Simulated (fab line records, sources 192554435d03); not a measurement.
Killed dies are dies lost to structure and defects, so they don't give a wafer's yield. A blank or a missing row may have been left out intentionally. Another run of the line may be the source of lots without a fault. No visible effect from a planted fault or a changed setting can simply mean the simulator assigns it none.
Matching of chambers	flow n5-finfet	4 sister chambers for N5_BEOL_M3_ETCH_70 on rie-diel-02
The step etches SOC in N2/H2, target depth 80 nm, overetch 16 nm, time 120 s. 14 wafers are shown with their chamber, then 7 later ones without.

== WAFERS PAIRED WITH THEIR CHAMBERS ==
wafer	chamber	showerhead-plenum-p-Torr (Torr)	throttle-valve-pct (%)	oes-product-au (a.u.)
L080.2	3	2.64	17.81	0.56
L080.3	0	2.53	18.39	0.52
L080.5	0	2.53	18.39	0.51
L081.1	3	2.64	17.82	0.56
L081.2	1	2.46	17.69	0.60
L081.5	3	2.64	17.81	0.57
L082.2	3	2.63	17.82	0.55
L082.5	1	2.46	17.73	0.58
L082.6	3	2.63	17.80	0.56
L086.3	1	2.46	17.71	0.58
L086.4	3	2.63	17.83	0.56
L086.5	1	2.46	17.71	0.58
L091.1	3	2.63	17.85	0.56
L091.2	2	2.31	17.70	0.58

SIGNATURES (means of the wafers above)
reading	chamber 0	chamber 1	chamber 2	chamber 3	scatter within a chamber
showerhead-plenum-p-Torr	2.5300	2.4600	2.3100	2.6343	0.00414
throttle-valve-pct	18.3900	17.7100	17.7000	17.8200	0.0155
oes-product-au	0.5150	0.5850	0.5800	0.5600	0.00742
Rule: a wafer's distance from a chamber is the root of the sum, over the readings, of the square of ((its reading less the chamber's mean) divided by the reading's scatter). The wafer belongs to the nearest chamber; if the next one is less than 2 further off, it can't be placed. The scatter: take each reading less its chamber's mean, square it, sum over the shown wafers, divide by the number of wafers less the number of chambers, and take the root.

== WAFERS WITH NO CHAMBER GIVEN ==
wafer	showerhead-plenum-p-Torr (Torr)	throttle-valve-pct (%)	oes-product-au (a.u.)
L091.4	2.52	17.97	0.72
L094.2	2.52	18.02	0.71
L094.3	2.30	17.70	0.57
L094.4	2.62	17.86	0.54
L097.1	2.62	17.87	0.55
L097.2	2.30	17.73	0.58
L097.4	2.52	18.03	0.71

== THE CHAMBER EACH PASSED THROUGH ==
wafer	from the rows above	in truth
L091.4	1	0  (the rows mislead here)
L094.2	1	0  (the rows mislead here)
L094.3	2	2
L094.4	3	3
L097.1	3	3
L097.2	2	2
L097.4	1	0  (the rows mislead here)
Correct placement for 4 of the 7. Can't be placed from these rows: 0. Number placed wrongly: 3.
